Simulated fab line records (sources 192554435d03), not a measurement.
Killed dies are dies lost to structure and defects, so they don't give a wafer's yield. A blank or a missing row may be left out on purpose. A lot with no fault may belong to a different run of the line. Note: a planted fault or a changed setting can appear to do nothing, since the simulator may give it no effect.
Which of the tools did it?    flow n5_finfet    24 lots with 72 wafers sampled at 5 steps, on a route of 1938 steps

WHAT EACH GAUGE READ, for each wafer
N5_SDB_INSPECT_36: inspects for defects (darkfield). Usual: raw_defect_count at 40, with a standard deviation of 20.
lot   measured     on                 raw_defect_count  flag
L074  day 3 23:07  defect_inspect-01  18 25 24          
L075  day 4 04:04  defect_inspect-01  35 59 53          
L076  day 4 10:04  defect_inspect-01  37 28 20          
L077  day 4 18:53  defect_inspect-02  8 17 17           
L078  day 5 02:53  defect_inspect-02  63 7 34           
L079  day 5 09:07  defect_inspect-02  39 36 37          
L080  day 5 17:41  defect_inspect-01  62 61 31          
L081  day 6 00:53  defect_inspect-01  68 88 47          
L082  day 6 03:21  defect_inspect-01  43 24 33          
L083  day 6 05:07  defect_inspect-01  61 30 16          
L084  day 6 10:28  defect_inspect-02  43 38 30          
L085  day 6 15:15  defect_inspect-01  40 61 46          
L086  day 6 21:48  defect_inspect-01  48 47 127         
L087  day 7 03:16  defect_inspect-02  61 40 72          
L088  day 7 08:05  defect_inspect-01  16 44 48          
L089  day 7 13:56  defect_inspect-01  28 34 28          
L090  day 7 20:05  defect_inspect-01  47 21 33          
L091  day 8 01:40  defect_inspect-02  16 32 18          
L092  day 8 11:39  defect_inspect-02  56 21 20          
L093  day 8 13:19  defect_inspect-02  91 47 55          
L094  day 9 01:55  defect_inspect-01  32 12 36          
L095  day 9 04:27  defect_inspect-02  27 25 58          
L096  day 9 08:56  defect_inspect-02  11 36 28          
L097  day 9 16:22  defect_inspect-02  20 26 28          

N5_GATE_CUT_INSPECT_15: inspects for defects (brightfield). Usual: raw_defect_count at 142, with a standard deviation of 48.
lot   measured      on                 raw_defect_count  flag
L074  day 4 12:25   defect_inspect-02  143 96 105        
L075  day 4 17:10   defect_inspect-01  242 146 90        
L076  day 4 23:19   defect_inspect-01  253 208 385       
L077  day 5 08:09   defect_inspect-02  113 120 103       
L078  day 5 16:16   defect_inspect-02  135 163 172       
L079  day 5 22:10   defect_inspect-01  168 185 160       
L080  day 6 07:46   defect_inspect-01  105 139 103       
L081  day 6 14:05   defect_inspect-02  75 120 125        
L082  day 6 16:25   defect_inspect-01  168 136 143       
L083  day 6 18:48   defect_inspect-02  97 100 134        
L084  day 7 00:34   defect_inspect-01  117 116 103       
L085  day 7 04:11   defect_inspect-01  174 87 151        
L086  day 7 10:52   defect_inspect-01  217 102 145       
L087  day 7 16:29   defect_inspect-01  107 121 134       
L088  day 7 21:30   defect_inspect-02  92 98 73          
L089  day 8 02:58   defect_inspect-01  139 162 192       
L090  day 8 09:25   defect_inspect-02  98 125 141        
L091  day 8 15:41   defect_inspect-02  206 162 173       
L092  day 9 02:49   defect_inspect-01  123 145 154       
L093  day 9 04:43   defect_inspect-02  115 131 133       
L094  day 9 16:02   defect_inspect-02  103 82 116        
L095  day 9 18:14   defect_inspect-02  86 129 120        
L096  day 9 23:11   defect_inspect-02  120 135 80        
L097  day 10 05:50  defect_inspect-02  139 194 224       

TOOL THAT RAN EACH LOT (tool first, then ch and the chambers of the sampled wafers, then the start)
lot   N5_HKMG_FIN_ETCH_67                N5_HKMG_FIN_ETCHBACK_68            N5_GATE_CUT_VAPOR_ETCH_60
L074  rie_diel-04 ch 0,1, day 4 06:35    rie_metal-01 ch 0,1, day 4 06:51   rie_metal-03 ch 0,1, day 4 08:52
L075  rie_diel-04 ch 0,1, day 4 11:28    rie_metal-03 ch 0,1, day 4 11:41   rie_metal-01 ch 0,1, day 4 13:44
L076  rie_diel-04 ch 0,2,3, day 4 17:28  rie_metal-01 ch 0,1, day 4 17:43   rie_metal-01 ch 0,1, day 4 19:45
L077  rie_diel-01 ch 0,1,2, day 5 02:26  rie_metal-03 ch 0,1, day 5 02:43   rie_metal-03 ch 0,1, day 5 04:46
L078  rie_diel-01 ch 1,2, day 5 10:29    rie_metal-03 ch 0,1, day 5 10:42   rie_metal-03 ch 0,1, day 5 12:45
L079  rie_diel-01 ch 0,3, day 5 16:30    rie_metal-03 ch 0,1, day 5 16:43   rie_metal-02 ch 0,1, day 5 18:46
L080  rie_diel-05 ch 2,3, day 6 01:50    rie_metal-01 ch 1, day 6 02:04     rie_metal-02 ch 0,1, day 6 04:06
L081  rie_diel-05 ch 1,3, day 6 08:17    rie_metal-02 ch 0,1, day 6 08:30   rie_metal-03 ch 0,1, day 6 10:34
L082  rie_diel-04 ch 1,2,3, day 6 10:36  rie_metal-01 ch 0,1, day 6 10:51   rie_metal-03 ch 0,1, day 6 12:53
L083  rie_diel-05 ch 1,2,3, day 6 13:01  rie_metal-02 ch 0,1, day 6 13:14   rie_metal-02 ch 0,1, day 6 15:17
L084  rie_diel-04 ch 2,3, day 6 17:50    rie_metal-01 ch 0,1, day 6 18:03   rie_metal-01 ch 0,1, day 6 20:13
L085  rie_diel-05 ch 0,1,2, day 6 22:32  rie_metal-02 ch 0,1, day 6 22:45   rie_metal-03 ch 0,1, day 7 00:47
L086  rie_diel-05 ch 0,2,3, day 7 05:04  rie_metal-01 ch 0,1, day 7 05:20   rie_metal-01 ch 0,1, day 7 07:28
L087  rie_diel-05 ch 0,2,3, day 7 10:48  rie_metal-01 ch 0,1, day 7 11:01   rie_metal-01 ch 0,1, day 7 13:05
L088  rie_diel-01 ch 1,2, day 7 15:43    rie_metal-02 ch 0,1, day 7 15:59   rie_metal-02 ch 0,1, day 7 17:59
L089  rie_diel-04 ch 0,1,3, day 7 21:07  rie_metal-02 ch 0,1, day 7 21:22   rie_metal-02 ch 0,1, day 7 23:24
L090  rie_diel-01 ch 0,2,3, day 8 03:26  rie_metal-01 ch 0,1, day 8 03:40   rie_metal-03 ch 0,1, day 8 05:49
L091  rie_diel-04 ch 0,1,2, day 8 09:17  rie_metal-02 ch 0,1, day 8 09:32   rie_metal-02 ch 0,1, day 8 11:47
L092  rie_diel-01 ch 0,2, day 8 20:22    rie_metal-03 ch 0,1, day 8 20:42   rie_metal-02 ch 1, day 8 22:45
L093  rie_diel-05 ch 2,3, day 8 21:13    rie_metal-02 ch 0,1, day 8 21:26   rie_metal-03 ch 0,1, day 8 23:28
L094  rie_diel-01 ch 0,2,3, day 9 10:03  rie_metal-03 ch 0,1, day 9 10:16   rie_metal-02 ch 1, day 9 12:35
L095  rie_diel-04 ch 0,1, day 9 12:01    rie_metal-03 ch 0,1, day 9 12:14   rie_metal-01 ch 0,1, day 9 14:19
L096  rie_diel-01 ch 1,2, day 9 17:07    rie_metal-01 ch 0, day 9 17:22     rie_metal-01 ch 0, day 9 19:45
L097  rie_diel-04 ch 0,1,2, day 9 23:54  rie_metal-03 ch 0,1, day 10 00:09  rie_metal-03 ch 0,1, day 10 02:11
- N5_HKMG_FIN_ETCH_67: etches SOC in N2/H2, stops on TiN, target depth 388.9 nm.
- N5_HKMG_FIN_ETCHBACK_68: etches the open film in Cl2/Ar, stops on HfO2, target depth 0.5 nm.
- N5_GATE_CUT_VAPOR_ETCH_60: etches HfO2 in BCl3/Cl2.

AS READ BY THE TOOLS THEMSELVES (means over the sampled wafers that have a number; for cases with no such wafer, the mark the record gives instead)
N5_HKMG_FIN_ETCH_67. Usual: drypump_motor_current_A 5.6 A, standard deviation 0.53; oes_product_au 0.79 a.u., standard deviation 0.09; rf_vpp_V 240.7 V, standard deviation 1.1; showerhead_plenum_p_Torr 2.54 Torr, standard deviation 0.074; throttle_valve_pct 17.60 %, standard deviation 0.2.
lot   tool         drypump_motor_current_A (A)  oes_product_au (a.u.)  rf_vpp_V (V)  showerhead_plenum_p_Torr (Torr)  throttle_valve_pct (%)  flag
L074  rie_diel-04  6.1                          0.86                   240.9         2.58                             17.74                   
L075  rie_diel-04  6.2                          0.86                   241.1         2.58                             17.74                   
L076  rie_diel-04  5.7                          0.72                   241.6         2.56                             17.48                   
L077  rie_diel-01  5.3                          0.73                   241.1         2.55                             17.78                   
L078  rie_diel-01  5.2                          0.72                   239.5         2.50                             17.67                   
L079  rie_diel-01  5.6                          0.77                   240.7         2.53                             17.70                   
L080  rie_diel-05  5.3                          0.93                   241.0         2.51                             17.48                   
L081  rie_diel-05  5.7                          0.95                   240.0         2.50                             17.49                   
L082  rie_diel-04  5.9                          0.78                   241.3         2.60                             17.61                   
L083  rie_diel-05  5.7                          0.87                   240.2         2.51                             17.43                   
L084  rie_diel-04  5.5                          0.72                   240.9         2.58                             17.46                   
L085  rie_diel-05  5.7                          0.81                   240.6         2.53                             17.44                   
L086  rie_diel-05  5.3                          0.84                   239.5         2.53                             17.49                   
L087  rie_diel-05  5.3                          0.84                   240.2         2.53                             17.50                   
L088  rie_diel-01  5.2                          0.71                   239.3         2.50                             17.69                   
L089  rie_diel-04  6.3                          0.76                   241.6         2.57                             17.66                   
L090  rie_diel-01  5.5                          0.75                   240.3         2.48                             17.61                   
L091  rie_diel-04  5.7                          0.76                   240.6         2.55                             17.63                   
L092  rie_diel-01  5.3                          0.70                   239.3         2.44                             17.64                   
L093  rie_diel-05  5.3                          0.81                   241.0         2.52                             17.46                   
L094  rie_diel-01  5.5                          0.74                   239.8         2.47                             17.63                   
L095  rie_diel-04  5.9                          0.74                   240.3         2.52                             17.67                   
L096  rie_diel-01  5.1                          0.71                   240.9         2.59                             17.90                   
L097  rie_diel-04  5.6                          0.75                   241.2         2.55                             17.65                   

N5_HKMG_FIN_ETCHBACK_68. Usual: drypump_motor_current_A 5.7 A, standard deviation 0.4; mfc_cl2_sccm 39.96 sccm, standard deviation 0.12; oes_product_au 0.71 a.u., standard deviation 0.079; throttle_valve_pct 20.88 %, standard deviation 0.23.
lot   tool          drypump_motor_current_A (A)  mfc_cl2_sccm (sccm)  oes_product_au (a.u.)  throttle_valve_pct (%)  flag
L074  rie_metal-01  5.6                          40.09                0.67                   20.91                   
L075  rie_metal-03  5.7                          40.11                0.77                   20.61                   
L076  rie_metal-01  5.6                          39.99                0.67                   20.91                   
L077  rie_metal-03  5.7                          39.92                0.78                   20.61                   
L078  rie_metal-03  5.7                          39.93                0.76                   20.70                   
L079  rie_metal-03  5.6                          39.82                0.76                   20.71                   
L080  rie_metal-01  5.9                          39.96                0.60                   20.96                   
L081  rie_metal-02  6.1                          39.86                0.66                   21.19                   
L082  rie_metal-01  5.3                          39.98                0.73                   20.84                   
L083  rie_metal-02  6.1                          39.94                0.64                   21.07                   
L084  rie_metal-01  5.6                          39.93                0.67                   20.91                   
L085  rie_metal-02  6.1                          39.96                0.64                   21.07                   
L086  rie_metal-01  5.3                          39.97                0.73                   20.84                   
L087  rie_metal-01  5.3                          40.12                0.73                   20.83                   
L088  rie_metal-02  6.0                          39.93                0.63                   21.07                   
L089  rie_metal-02  6.2                          39.87                0.66                   21.20                   
L090  rie_metal-01  5.6                          39.96                0.66                   20.89                   
L091  rie_metal-02  6.1                          39.93                0.66                   21.19                   
L092  rie_metal-03  5.7                          40.04                0.75                   20.71                   
L093  rie_metal-02  6.1                          39.84                0.66                   21.21                   
L094  rie_metal-03  5.7                          40.00                0.75                   20.71                   
L095  rie_metal-03  5.7                          39.94                0.76                   20.64                   
L096  rie_metal-01  5.0                          40.02                0.78                   20.80                   
L097  rie_metal-03  5.7                          40.03                0.75                   20.70                   

N5_GATE_CUT_VAPOR_ETCH_60. Usual: drypump_motor_current_A 5.7 A, standard deviation 0.37; oes_product_au 0.72 a.u., standard deviation 0.077.
lot   tool          drypump_motor_current_A (A)  oes_product_au (a.u.)  flag
L074  rie_metal-03  5.7                          0.78                   
L075  rie_metal-01  5.3                          0.74                   
L076  rie_metal-01  5.3                          0.74                   
L077  rie_metal-03  5.7                          0.79                   
L078  rie_metal-03  5.7                          0.77                   
L079  rie_metal-02  6.2                          0.68                   
L080  rie_metal-02  6.1                          0.64                   
L081  rie_metal-03  5.7                          0.77                   
L082  rie_metal-03  5.7                          0.79                   
L083  rie_metal-02  6.1                          0.68                   
L084  rie_metal-01  5.3                          0.73                   
L085  rie_metal-03  5.6                          0.77                   
L086  rie_metal-01  5.3                          0.73                   
L087  rie_metal-01  5.3                          0.74                   
L088  rie_metal-02  6.0                          0.64                   
L089  rie_metal-02  6.1                          0.65                   
L090  rie_metal-03  5.7                          0.76                   
L091  rie_metal-02  6.1                          0.64                   
L092  rie_metal-02  6.1                          0.61                   
L093  rie_metal-03  5.7                          0.76                   
L094  rie_metal-02  6.0                          0.61                   
L095  rie_metal-01  5.6                          0.66                   
L096  rie_metal-01  5.0                          0.79                   
L097  rie_metal-03  5.7                          0.77                   

THE ANSWER, worked out from the rows above alone
Rule: a lot is off if the mean of its wafers that have a number lies more than 3 standard deviations from the usual mean. A lot without any number at a reading at which 4 lots or more have one is off too. Where the step has rows for the other lots, those lots are counted as sound. First the gauges in route order, then the tools' own readings, where a lot's mean is used as printed above. The first step at which some lot is off is used, and at that step the reading that is off furthest; a lot without a number counts as furthest.
Across all readings shown, no lot is off: no conclusion can be drawn from this.

WHAT THE SIMULATOR HAD PUT IN
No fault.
